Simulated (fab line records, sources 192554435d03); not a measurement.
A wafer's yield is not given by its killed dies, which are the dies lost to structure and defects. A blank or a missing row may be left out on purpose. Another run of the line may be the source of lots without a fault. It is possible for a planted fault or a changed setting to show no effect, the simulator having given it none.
Matching of chambers :: flow n5Finfet :: N5_BEOL_M10_DEP_56 on pecvd-02 has 3 sister chambers
The step deposits SiCN from 3MS/NH3, target thk 15 nm, time 26.5 s. 20 wafers are shown with their chamber, then 10 later ones without.

WAFERS, EACH WITH ITS CHAMBER
wafer: L075.2
chamber: 1
showerheadPlenumPTorr (Torr): 3.650
throttleValvePct (%): 8.5

wafer: L075.4
chamber: 0
showerheadPlenumPTorr (Torr): 3.645
throttleValvePct (%): 8.8

wafer: L075.6
chamber: 2
showerheadPlenumPTorr (Torr): 3.655
throttleValvePct (%): 8.6

wafer: L077.1
chamber: 1
showerheadPlenumPTorr (Torr): 3.639
throttleValvePct (%): 8.3

wafer: L077.2
chamber: 0
showerheadPlenumPTorr (Torr): 3.650
throttleValvePct (%): 8.5

wafer: L077.5
chamber: 0
showerheadPlenumPTorr (Torr): 3.647
throttleValvePct (%): 8.9

wafer: L076.1
chamber: 1
showerheadPlenumPTorr (Torr): 3.637
throttleValvePct (%): 8.4

wafer: L076.2
chamber: 0
showerheadPlenumPTorr (Torr): 3.646
throttleValvePct (%): 8.5

wafer: L076.4
chamber: 2
showerheadPlenumPTorr (Torr): 3.660
throttleValvePct (%): 8.5

wafer: L078.2
chamber: 1
showerheadPlenumPTorr (Torr): 3.645
throttleValvePct (%): 8.4

wafer: L078.4
chamber: 0
showerheadPlenumPTorr (Torr): 3.644
throttleValvePct (%): 8.7

wafer: L078.6
chamber: 2
showerheadPlenumPTorr (Torr): 3.671
throttleValvePct (%): 8.2

wafer: L080.3
chamber: 2
showerheadPlenumPTorr (Torr): 3.674
throttleValvePct (%): 8.3

wafer: L080.5
chamber: 1
showerheadPlenumPTorr (Torr): 3.647
throttleValvePct (%): 8.3

wafer: L080.6
chamber: 0
showerheadPlenumPTorr (Torr): 3.655
throttleValvePct (%): 8.5

wafer: L081.2
chamber: 0
showerheadPlenumPTorr (Torr): 3.650
throttleValvePct (%): 8.7

wafer: L081.3
chamber: 1
showerheadPlenumPTorr (Torr): 3.639
throttleValvePct (%): 8.6

wafer: L081.4
chamber: 1
showerheadPlenumPTorr (Torr): 3.647
throttleValvePct (%): 8.3

wafer: L085.1
chamber: 0
showerheadPlenumPTorr (Torr): 3.649
throttleValvePct (%): 8.4

wafer: L085.3
chamber: 0
showerheadPlenumPTorr (Torr): 3.649
throttleValvePct (%): 8.6

SIGNATURES (means of the wafers above)
reading: showerheadPlenumPTorr
chamber 0: 3.64833
chamber 1: 3.64343
chamber 2: 3.66500
scatter within a chamber: 0.00532

reading: throttleValvePct
chamber 0: 8.622
chamber 1: 8.400
chamber 2: 8.400
scatter within a chamber: 0.153
Rule: a wafer lies at a distance from a chamber equal to the root of the sum of squares, over the readings, of (its reading less the chamber's mean, divided by the reading's scatter). The wafer belongs to the nearest chamber; if the next one is less than 2 further off, it can't be placed. The scatter is the square root of a quotient: the sum, over the shown wafers, of each reading's squared deviation from its chamber's mean, divided by wafers minus chambers.

WAFERS WHOSE CHAMBER IS MISSING
wafer: L085.5
showerheadPlenumPTorr (Torr): 3.664
throttleValvePct (%): 8.7

wafer: L086.2
showerheadPlenumPTorr (Torr): 3.653
throttleValvePct (%): 8.7

wafer: L086.3
showerheadPlenumPTorr (Torr): 3.645
throttleValvePct (%): 8.3

wafer: L086.6
showerheadPlenumPTorr (Torr): 3.652
throttleValvePct (%): 8.4

wafer: L094.1
showerheadPlenumPTorr (Torr): 3.655
throttleValvePct (%): 8.9

wafer: L094.5
showerheadPlenumPTorr (Torr): 3.653
throttleValvePct (%): 8.8

wafer: L094.6
showerheadPlenumPTorr (Torr): 3.653
throttleValvePct (%): 8.3

wafer: L095.3
showerheadPlenumPTorr (Torr): 3.657
throttleValvePct (%): 8.3

wafer: L095.4
showerheadPlenumPTorr (Torr): 3.649
throttleValvePct (%): 8.3

wafer: L095.6
showerheadPlenumPTorr (Torr): 3.666
throttleValvePct (%): 8.4

EACH ONE'S CHAMBER
wafer: L085.5
from the rows above: can't be placed: 2 or 0
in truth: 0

wafer: L086.2
from the rows above: can't be placed: 0 or 1 or 2
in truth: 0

wafer: L086.3
from the rows above: can't be placed: 1 or 0
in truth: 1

wafer: L086.6
from the rows above: can't be placed: 1 or 0 or 2
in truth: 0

wafer: L094.1
from the rows above: can't be placed: 0 or 2 or 1
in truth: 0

wafer: L094.5
from the rows above: can't be placed: 0 or 1 or 2
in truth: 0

wafer: L094.6
from the rows above: can't be placed: 1 or 0 or 2
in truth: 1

wafer: L095.3
from the rows above: can't be placed: 2 or 1 or 0
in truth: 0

wafer: L095.4
from the rows above: can't be placed: 1 or 0 or 2
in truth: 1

wafer: L095.6
from the rows above: 2
in truth: 2
Placed correctly: 1 of 10. Unplaceable from these rows: 9, with the true chamber sitting among the candidates in 9. Placed wrongly: 0.
